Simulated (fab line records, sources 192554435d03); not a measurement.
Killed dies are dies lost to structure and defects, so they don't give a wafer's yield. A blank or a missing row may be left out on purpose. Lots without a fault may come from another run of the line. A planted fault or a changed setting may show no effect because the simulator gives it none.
Which tool did it? | flow n5_finfet | 12 lots, 34 wafers sampled, at 4 steps of a route of 1938

WHAT THE GAUGES READ, wafer by wafer
N5_BEOL_M10_OVL_MEAS_12.
lot  | measured     | on         | M10_OVL (nm)
L812 | day 10 03:25 | overlay-01 | -0.3 -2.1 1.2
L813 | day 10 09:59 | overlay-01 | 0.3 -0.8 -0.3
L815 | day 10 20:36 | overlay-02 | -1.3 0.4 0.6
L818 | day 11 08:44 | overlay-02 | 0.0 -1.0 -0.9
L819 | day 12 00:17 | overlay-01 | 0.3 0.0 -1.2
L826 | day 13 17:25 | overlay-02 | 0.9 0.1 0.6
L827 | day 13 23:40 | overlay-01 | -1.9 -0.8
L831 | day 14 08:52 | overlay-01 | -0.6 -0.5 -1.2
L829 | day 14 09:07 | overlay-02 | 0.0 -1.0
L830 | day 14 16:01 | overlay-02 | -1.5 -0.9 -1.0
L828 | day 15 00:27 | overlay-02 | 0.3 -0.3 0.2
L834 | day 16 04:55 | overlay-02 | -1.7 -0.2 0.4

WHICH TOOL RAN EACH LOT (tool, then ch and the chambers of the sampled wafers, then the start)
lot  | N5_BEOL_M9_SURFACE_TREAT_79  | N5_BEOL_M9_DEP_56               | N5_BEOL_M10_EXPOSE_08
L812 | pvd_sputter-01, day 9 23:49  | pecvd-03 ch 0,2, day 10 01:01   | arfi_scanner-02 ch 0, day 10 03:16
L813 | pvd_sputter-02, day 10 05:28 | pecvd-02 ch 1,2, day 10 06:55   | arfi_scanner-02 ch 0, day 10 09:50
L815 | pvd_sputter-01, day 10 15:52 | pecvd-02 ch 0,1, day 10 16:55   | arfi_scanner-02 ch 0, day 10 20:26
L818 | pvd_sputter-02, day 11 05:16 | pecvd-03 ch 0,1,2, day 11 07:02 | arfi_scanner-01 ch 0, day 11 08:35
L819 | pvd_sputter-03, day 11 19:40 | pecvd-01 ch 1,2, day 11 20:59   | arfi_scanner-01 ch 0, day 12 00:08
L826 | pvd_sputter-01, day 13 13:27 | pecvd-03 ch 0,1,2, day 13 14:55 | arfi_scanner-02 ch 0, day 13 17:17
L827 | pvd_sputter-02, day 13 20:31 | pecvd-02 ch 0,2, day 13 22:01   | arfi_scanner-03 ch 0, day 13 23:31
L831 | pvd_sputter-01, day 14 05:34 | pecvd-02 ch 0,1,2, day 14 06:40 | arfi_scanner-03 ch 0, day 14 08:42
L829 | pvd_sputter-03, day 14 05:52 | pecvd-03 ch 0,2, day 14 07:13   | arfi_scanner-03 ch 0, day 14 08:58
L830 | pvd_sputter-02, day 14 13:24 | pecvd-03 ch 1,2, day 14 14:31   | arfi_scanner-03 ch 0, day 14 15:52
L828 | pvd_sputter-03, day 14 15:29 | pecvd-02 ch 0,1, day 14 20:57   | arfi_scanner-03 ch 0, day 15 00:17
L834 | pvd_sputter-01, day 16 01:16 | pecvd-03 ch 0,1,2, day 16 02:19 | arfi_scanner-02 ch 0, day 16 04:45
- N5_BEOL_M9_SURFACE_TREAT_79
- N5_BEOL_M9_DEP_56: deposits SiCN from 3MS/NH3, target thk 15 nm, time 26.5 s.
- N5_BEOL_M10_EXPOSE_08: exposes mask M10.

WHAT THE TOOLS THEMSELVES READ (means of the sampled wafers that have a number; where no wafer has one, the mark that the record gives instead)
N5_BEOL_M9_SURFACE_TREAT_79.
lot  | tool           | ar_flow_sccm (sccm)
L812 | pvd_sputter-01 | 30.02
L813 | pvd_sputter-02 | 29.96
L815 | pvd_sputter-01 | 30.12
L818 | pvd_sputter-02 | 29.98
L819 | pvd_sputter-03 | 30.07
L826 | pvd_sputter-01 | 29.94
L827 | pvd_sputter-02 | 30.07
L831 | pvd_sputter-01 | 29.93
L829 | pvd_sputter-03 | 29.93
L830 | pvd_sputter-02 | 30.05
L828 | pvd_sputter-03 | 30.08
L834 | pvd_sputter-01 | 30.00

N5_BEOL_M9_DEP_56.
lot  | tool     | showerhead_plenum_p_Torr (Torr) | throttle_valve_pct (%)
L812 | pecvd-03 | 3.662                           | 9.2
L813 | pecvd-02 | 3.653                           | 9.1
L815 | pecvd-02 | 3.661                           | 9.0
L818 | pecvd-03 | 3.661                           | 9.2
L819 | pecvd-01 | 3.668                           | 9.5
L826 | pecvd-03 | 3.671                           | 9.2
L827 | pecvd-02 | 3.654                           | 9.0
L831 | pecvd-02 | 3.652                           | 9.1
L829 | pecvd-03 | 3.657                           | 9.5
L830 | pecvd-03 | 3.663                           | 8.8
L828 | pecvd-02 | 3.662                           | 9.1
L834 | pecvd-03 | 3.664                           | 9.2

N5_BEOL_M10_EXPOSE_08.
lot  | tool            | exposure_dose_mJ_cm2
L812 | arfi_scanner-02 | 53.76
L813 | arfi_scanner-02 | 53.69
L815 | arfi_scanner-02 | 53.70
L818 | arfi_scanner-01 | 52.37
L819 | arfi_scanner-01 | 52.63
L826 | arfi_scanner-02 | 53.76
L827 | arfi_scanner-03 | 53.72
L831 | arfi_scanner-03 | 53.68
L829 | arfi_scanner-03 | 53.69
L830 | arfi_scanner-03 | 53.70
L828 | arfi_scanner-03 | 53.68
L834 | arfi_scanner-02 | 53.71

THE ANSWER, worked out from the rows above alone
Rule: what is usual is taken from the lots themselves. Put in order of their means at a reading, lots are off if they are a third of the lots or fewer, leave a main group of 4 or more, and stand apart from it by a gap of 3 or more times the standard deviation of the main group's means; of several such gaps the widest counts. A main group whose means are all the same, to the digits that the tables above print for the reading, isn't used. A lot without any number at a reading at which 4 lots or more have one is off too. The other lots that the step has rows for count as sound. The gauges are gone through in route order, then the tools' own readings, and for those a lot's mean is taken as printed above. The first step at which some lot is off is used, and at that step the reading that is off furthest; a lot without a number counts as furthest.
Off: L818, L819, at N5_BEOL_M10_EXPOSE_08 (exposure_dose_mJ_cm2). The main group: mean 53.71, standard deviation 0.028.
A tool fits if, at that step or a process step before it, it ran every lot that is off, and no sound lot after the first of them. One fits: arfi_scanner-01 at N5_BEOL_M10_EXPOSE_08. It ran no sound lot before its first lot that is off in this sample, so the start can't be narrowed down.
The tool's own readings at N5_BEOL_M10_EXPOSE_08 bear it out: on the lots that are off they differ by more than 5 times the standard deviation of the sound lots' means. exposure_dose_mJ_cm2 reads 52.50 there against 53.71 on the sound lots.

WHAT THE SIMULATOR HAD PUT IN
Process parameter drift: arfi_scanner-01, from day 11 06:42 on, at N5_BEOL_M10_EXPOSE_08. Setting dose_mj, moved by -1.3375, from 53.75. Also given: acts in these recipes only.
Lots struck among those shown: L818, L819. The rule above found the same.
